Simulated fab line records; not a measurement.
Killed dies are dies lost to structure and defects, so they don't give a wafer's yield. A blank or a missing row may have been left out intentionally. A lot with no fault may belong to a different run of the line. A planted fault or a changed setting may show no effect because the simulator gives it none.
Comparing a struck lot with a sound one | flow n5_finfet | 19 steps out of a route of 1938
Sound: these wafers, L162.1, L162.4, L162.6. Struck: wafers L176.3, L176.5, L176.6. Last of all comes the cause.
Per side, at each step with rows, come the tool, then ch with its chambers, and then its first start. Under that, the readings that differ: sound wafers | struck wafers | difference of the means | sigmas: that difference in standard deviations of wafers without a fault.
alike: a reading whose means differ by less than 2 such deviations, as well as words and numbers matching on both sides. not compared: withheld readings; readings where some wafer has no value; bounds like >300 that might hide an equal value; numbers whose values overlap and for which the record gives no deviation.
The two part at a step that has a row with sigmas, a row that says differs or no value, or rows on one side only. Numbers that don't overlap but have no deviation are shown without sigmas and don't part them. Lack of a reading on every wafer of one side parts them only where that side has two or more wafers.

N5_BEOL_M14_CMP_49: polishes, stops on SiO2, t overpolish 5.2 s, target thk 560 nm.
  sound on cmp-04 ch 0,1,3, day 10 18:20; struck on cmp-04 ch 1,2,3, day 14 20:29
  alike: barrier_field_endpoint_s, motor_current_A, overpolish_run_s, time_to_endpoint_s
  not compared: pad_life_wafers
N5_BEOL_M14_THK_MEAS_50: measures by xrf.
  sound on film_metro-01 at day 10 18:36; struck on film_metro-01 at day 14 20:43
  alike: M14_THK
then, 1 step without rows for these wafers: N5_BEOL_M14_PRE_CLEAN_52 (time 15 s).
N5_BEOL_M14_DEP_53: deposits SiCN from 3MS/NH3, target thk 50 nm, time 17.8 s.
  sound on pecvd-03 ch 0,2, day 10 18:40; struck on pecvd-01 ch 1,2, day 14 20:46
  alike: showerhead_plenum_p_Torr, throttle_valve_pct
  not compared: since_wet_clean_h
N5_BEOL_M14_RS_MEAS_54: measurement is done with a four-point probe.
  sound on film_metro-01 at day 10 18:44; struck on film_metro-02 at day 14 20:50
  alike: M14_RS
N5_BEOL_M14_INSPECT_55: inspects for defects (darkfield).
  sound on defect_inspect-01 at day 10 18:45; struck on defect_inspect-01 at day 14 20:52
  reading          | sound      | struck   | difference | sigmas
  raw_defect_count | 75 114 151 | 40 61 69 | -57        | -2
N5_BEOL_M15_ILD_DEP_00: deposits SiO2 from TEOS/O2, target thk 1629.3 nm, time 346.1 s.
  sound on pecvd-01 ch 0,2, day 10 18:47; struck on pecvd-04 ch 0,1,2, day 14 20:54
  alike: heater_power_w, showerhead_plenum_p_Torr, throttle_valve_pct
  not compared: since_wet_clean_h
N5_BEOL_M15_THK_MEAS_01:
  sound on film_metro-02 at day 10 19:02; struck on film_metro-02 at day 14 21:09
  alike: M15_ILD_THK
then, 4 steps without rows for these wafers: N5_BEOL_M15_COAT_58 (time 60 s, resist thk 89 nm); N5_BEOL_M15_COAT_04 (resist thk 800 nm); N5_BEOL_M15_EBR_06; N5_BEOL_M15_SOFTBAKE_05 (time 60 s).
N5_BEOL_M15_EXPOSE_07: exposes mask V14.
  sound on krf_scanner-02 ch 0, day 10 19:18; struck on krf_scanner-02 ch 0, day 14 21:25
  reading              | sound             | struck            | difference | sigmas
  exposure_dose_mJ_cm2 | 41.51 41.43 41.43 | 40.26 40.23 40.22 | -1.22      | -9
  alike: mask
then, 3 steps without rows for these wafers: N5_BEOL_M15_PEB_08 (peb time 90 s); N5_BEOL_M15_DEVELOP_09 (develop time 45 s); N5_BEOL_M15_HARDBAKE_14 (time 120 s).
N5_BEOL_M15_CD_MEAS_10 targets a cd of 360 nm.
  sound on cd_sem-03 ch 0, day 10 19:28; struck on cd_sem-03 ch 0, day 14 21:35
  reading    | sound             | struck            | difference | sigmas
  cd_nm (nm) | 358.9 361.8 358.8 | 365.5 382.3 376.9 | +15.1      | +9
N5_BEOL_M15_OVL_MEAS_11:
  sound on overlay-01 ch 0, day 10 19:30; struck on overlay-02 ch 0, day 14 21:37
  alike: V14_OVL
N5_PASSIVATION_PROBE_49:
  the record holds rows for the sound wafers here (prober-01, day 11 21:31) but none for the struck ones

## WHERE THEY PART
At N5_BEOL_M14_INSPECT_55 first; at N5_PASSIVATION_PROBE_49 last (within this record only).

WHY: the cause the simulator had injected
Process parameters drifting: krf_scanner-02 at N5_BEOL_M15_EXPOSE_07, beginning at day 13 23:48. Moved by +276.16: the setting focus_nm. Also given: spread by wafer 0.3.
